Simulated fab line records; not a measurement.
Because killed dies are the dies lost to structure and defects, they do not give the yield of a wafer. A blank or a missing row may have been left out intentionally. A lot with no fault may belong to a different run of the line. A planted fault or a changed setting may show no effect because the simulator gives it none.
2 desks, one fault | flow n5Finfet | each desk has only its own numbers; what lay behind them comes last

FOR THE TOOL OWNER'S DESK: lithoTrack-01
The tool's own readings at N5_BEOL_M12_COAT_58 (time 60 s, resist thk 89 nm): means of the sampled wafers that have a number, for each lot that ran on this tool. Any lot whose mean is over 4 standard deviations away from the usual mean is out of limits and marked OUT; that distance is given in the brackets.
Columns: A = spinSpeedRpm at N5_BEOL_M12_COAT_58, usual 1500.0 rpm
lot  | first seen here | A
L338 | day 11 10:15    | 1500.9
L337 | day 11 10:49    | 1500.0
L336 | day 11 12:53    | 1501.1
L341 | day 12 12:07    | 1498.9
L345 | day 13 21:04    | 1501.0
L346 | day 14 13:57    | 1545.5 (+46) OUT
L347 | day 14 16:40    | 1544.7 (+45) OUT
This desk's finding: out of limits on L346, L347; first on L346, day 14 13:57 (spinSpeedRpm at N5_BEOL_M12_COAT_58). L338, L337, L336, L341, L345 stayed within limits.

METROLOGY DESK
What the gauges read for every lot (on any tool): the sampled wafers with a number, averaged. Any lot whose mean is over 4 standard deviations away from the usual mean is out of limits and marked OUT; that distance is given in the brackets.
Columns: A = M12_ILD_THK at N5_BEOL_M12_THK_MEAS_01, usual 658 nm
lot  | first seen here | A
L338 | day 11 10:13    | 661
L337 | day 11 10:47    | 654
L336 | day 11 12:52    | 663
L341 | day 12 12:05    | 655
L342 | day 12 21:47    | 660
L344 | day 13 05:59    | 651
L345 | day 13 21:02    | 661
L346 | day 14 13:55    | 649
L349 | day 14 16:17    | 660
L347 | day 14 16:38    | 648
L351 | day 15 05:53    | 659
This desk's finding: nothing out of limits on any of the 11 lots.

ALL TOGETHER
On L346, L347, at day 14 13:57, an alarm was possible from the tool owner's desk.
From the metrology desk's view, nothing was out of limits.
The metrology desk holds a record of L346, L347, inside its limits.
Every lot named ran N5_BEOL_M12_COAT_58 on lithoTrack-01.

WHAT WAS PUT IN BY THE SIMULATOR
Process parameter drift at N5_BEOL_M12_COAT_58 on lithoTrack-01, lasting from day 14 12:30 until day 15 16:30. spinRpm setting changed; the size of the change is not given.
Struck lots among those shown: L346, L347.
Each desk's first reading out of limits, in hours after the fault started: the tool owner's desk, 1.
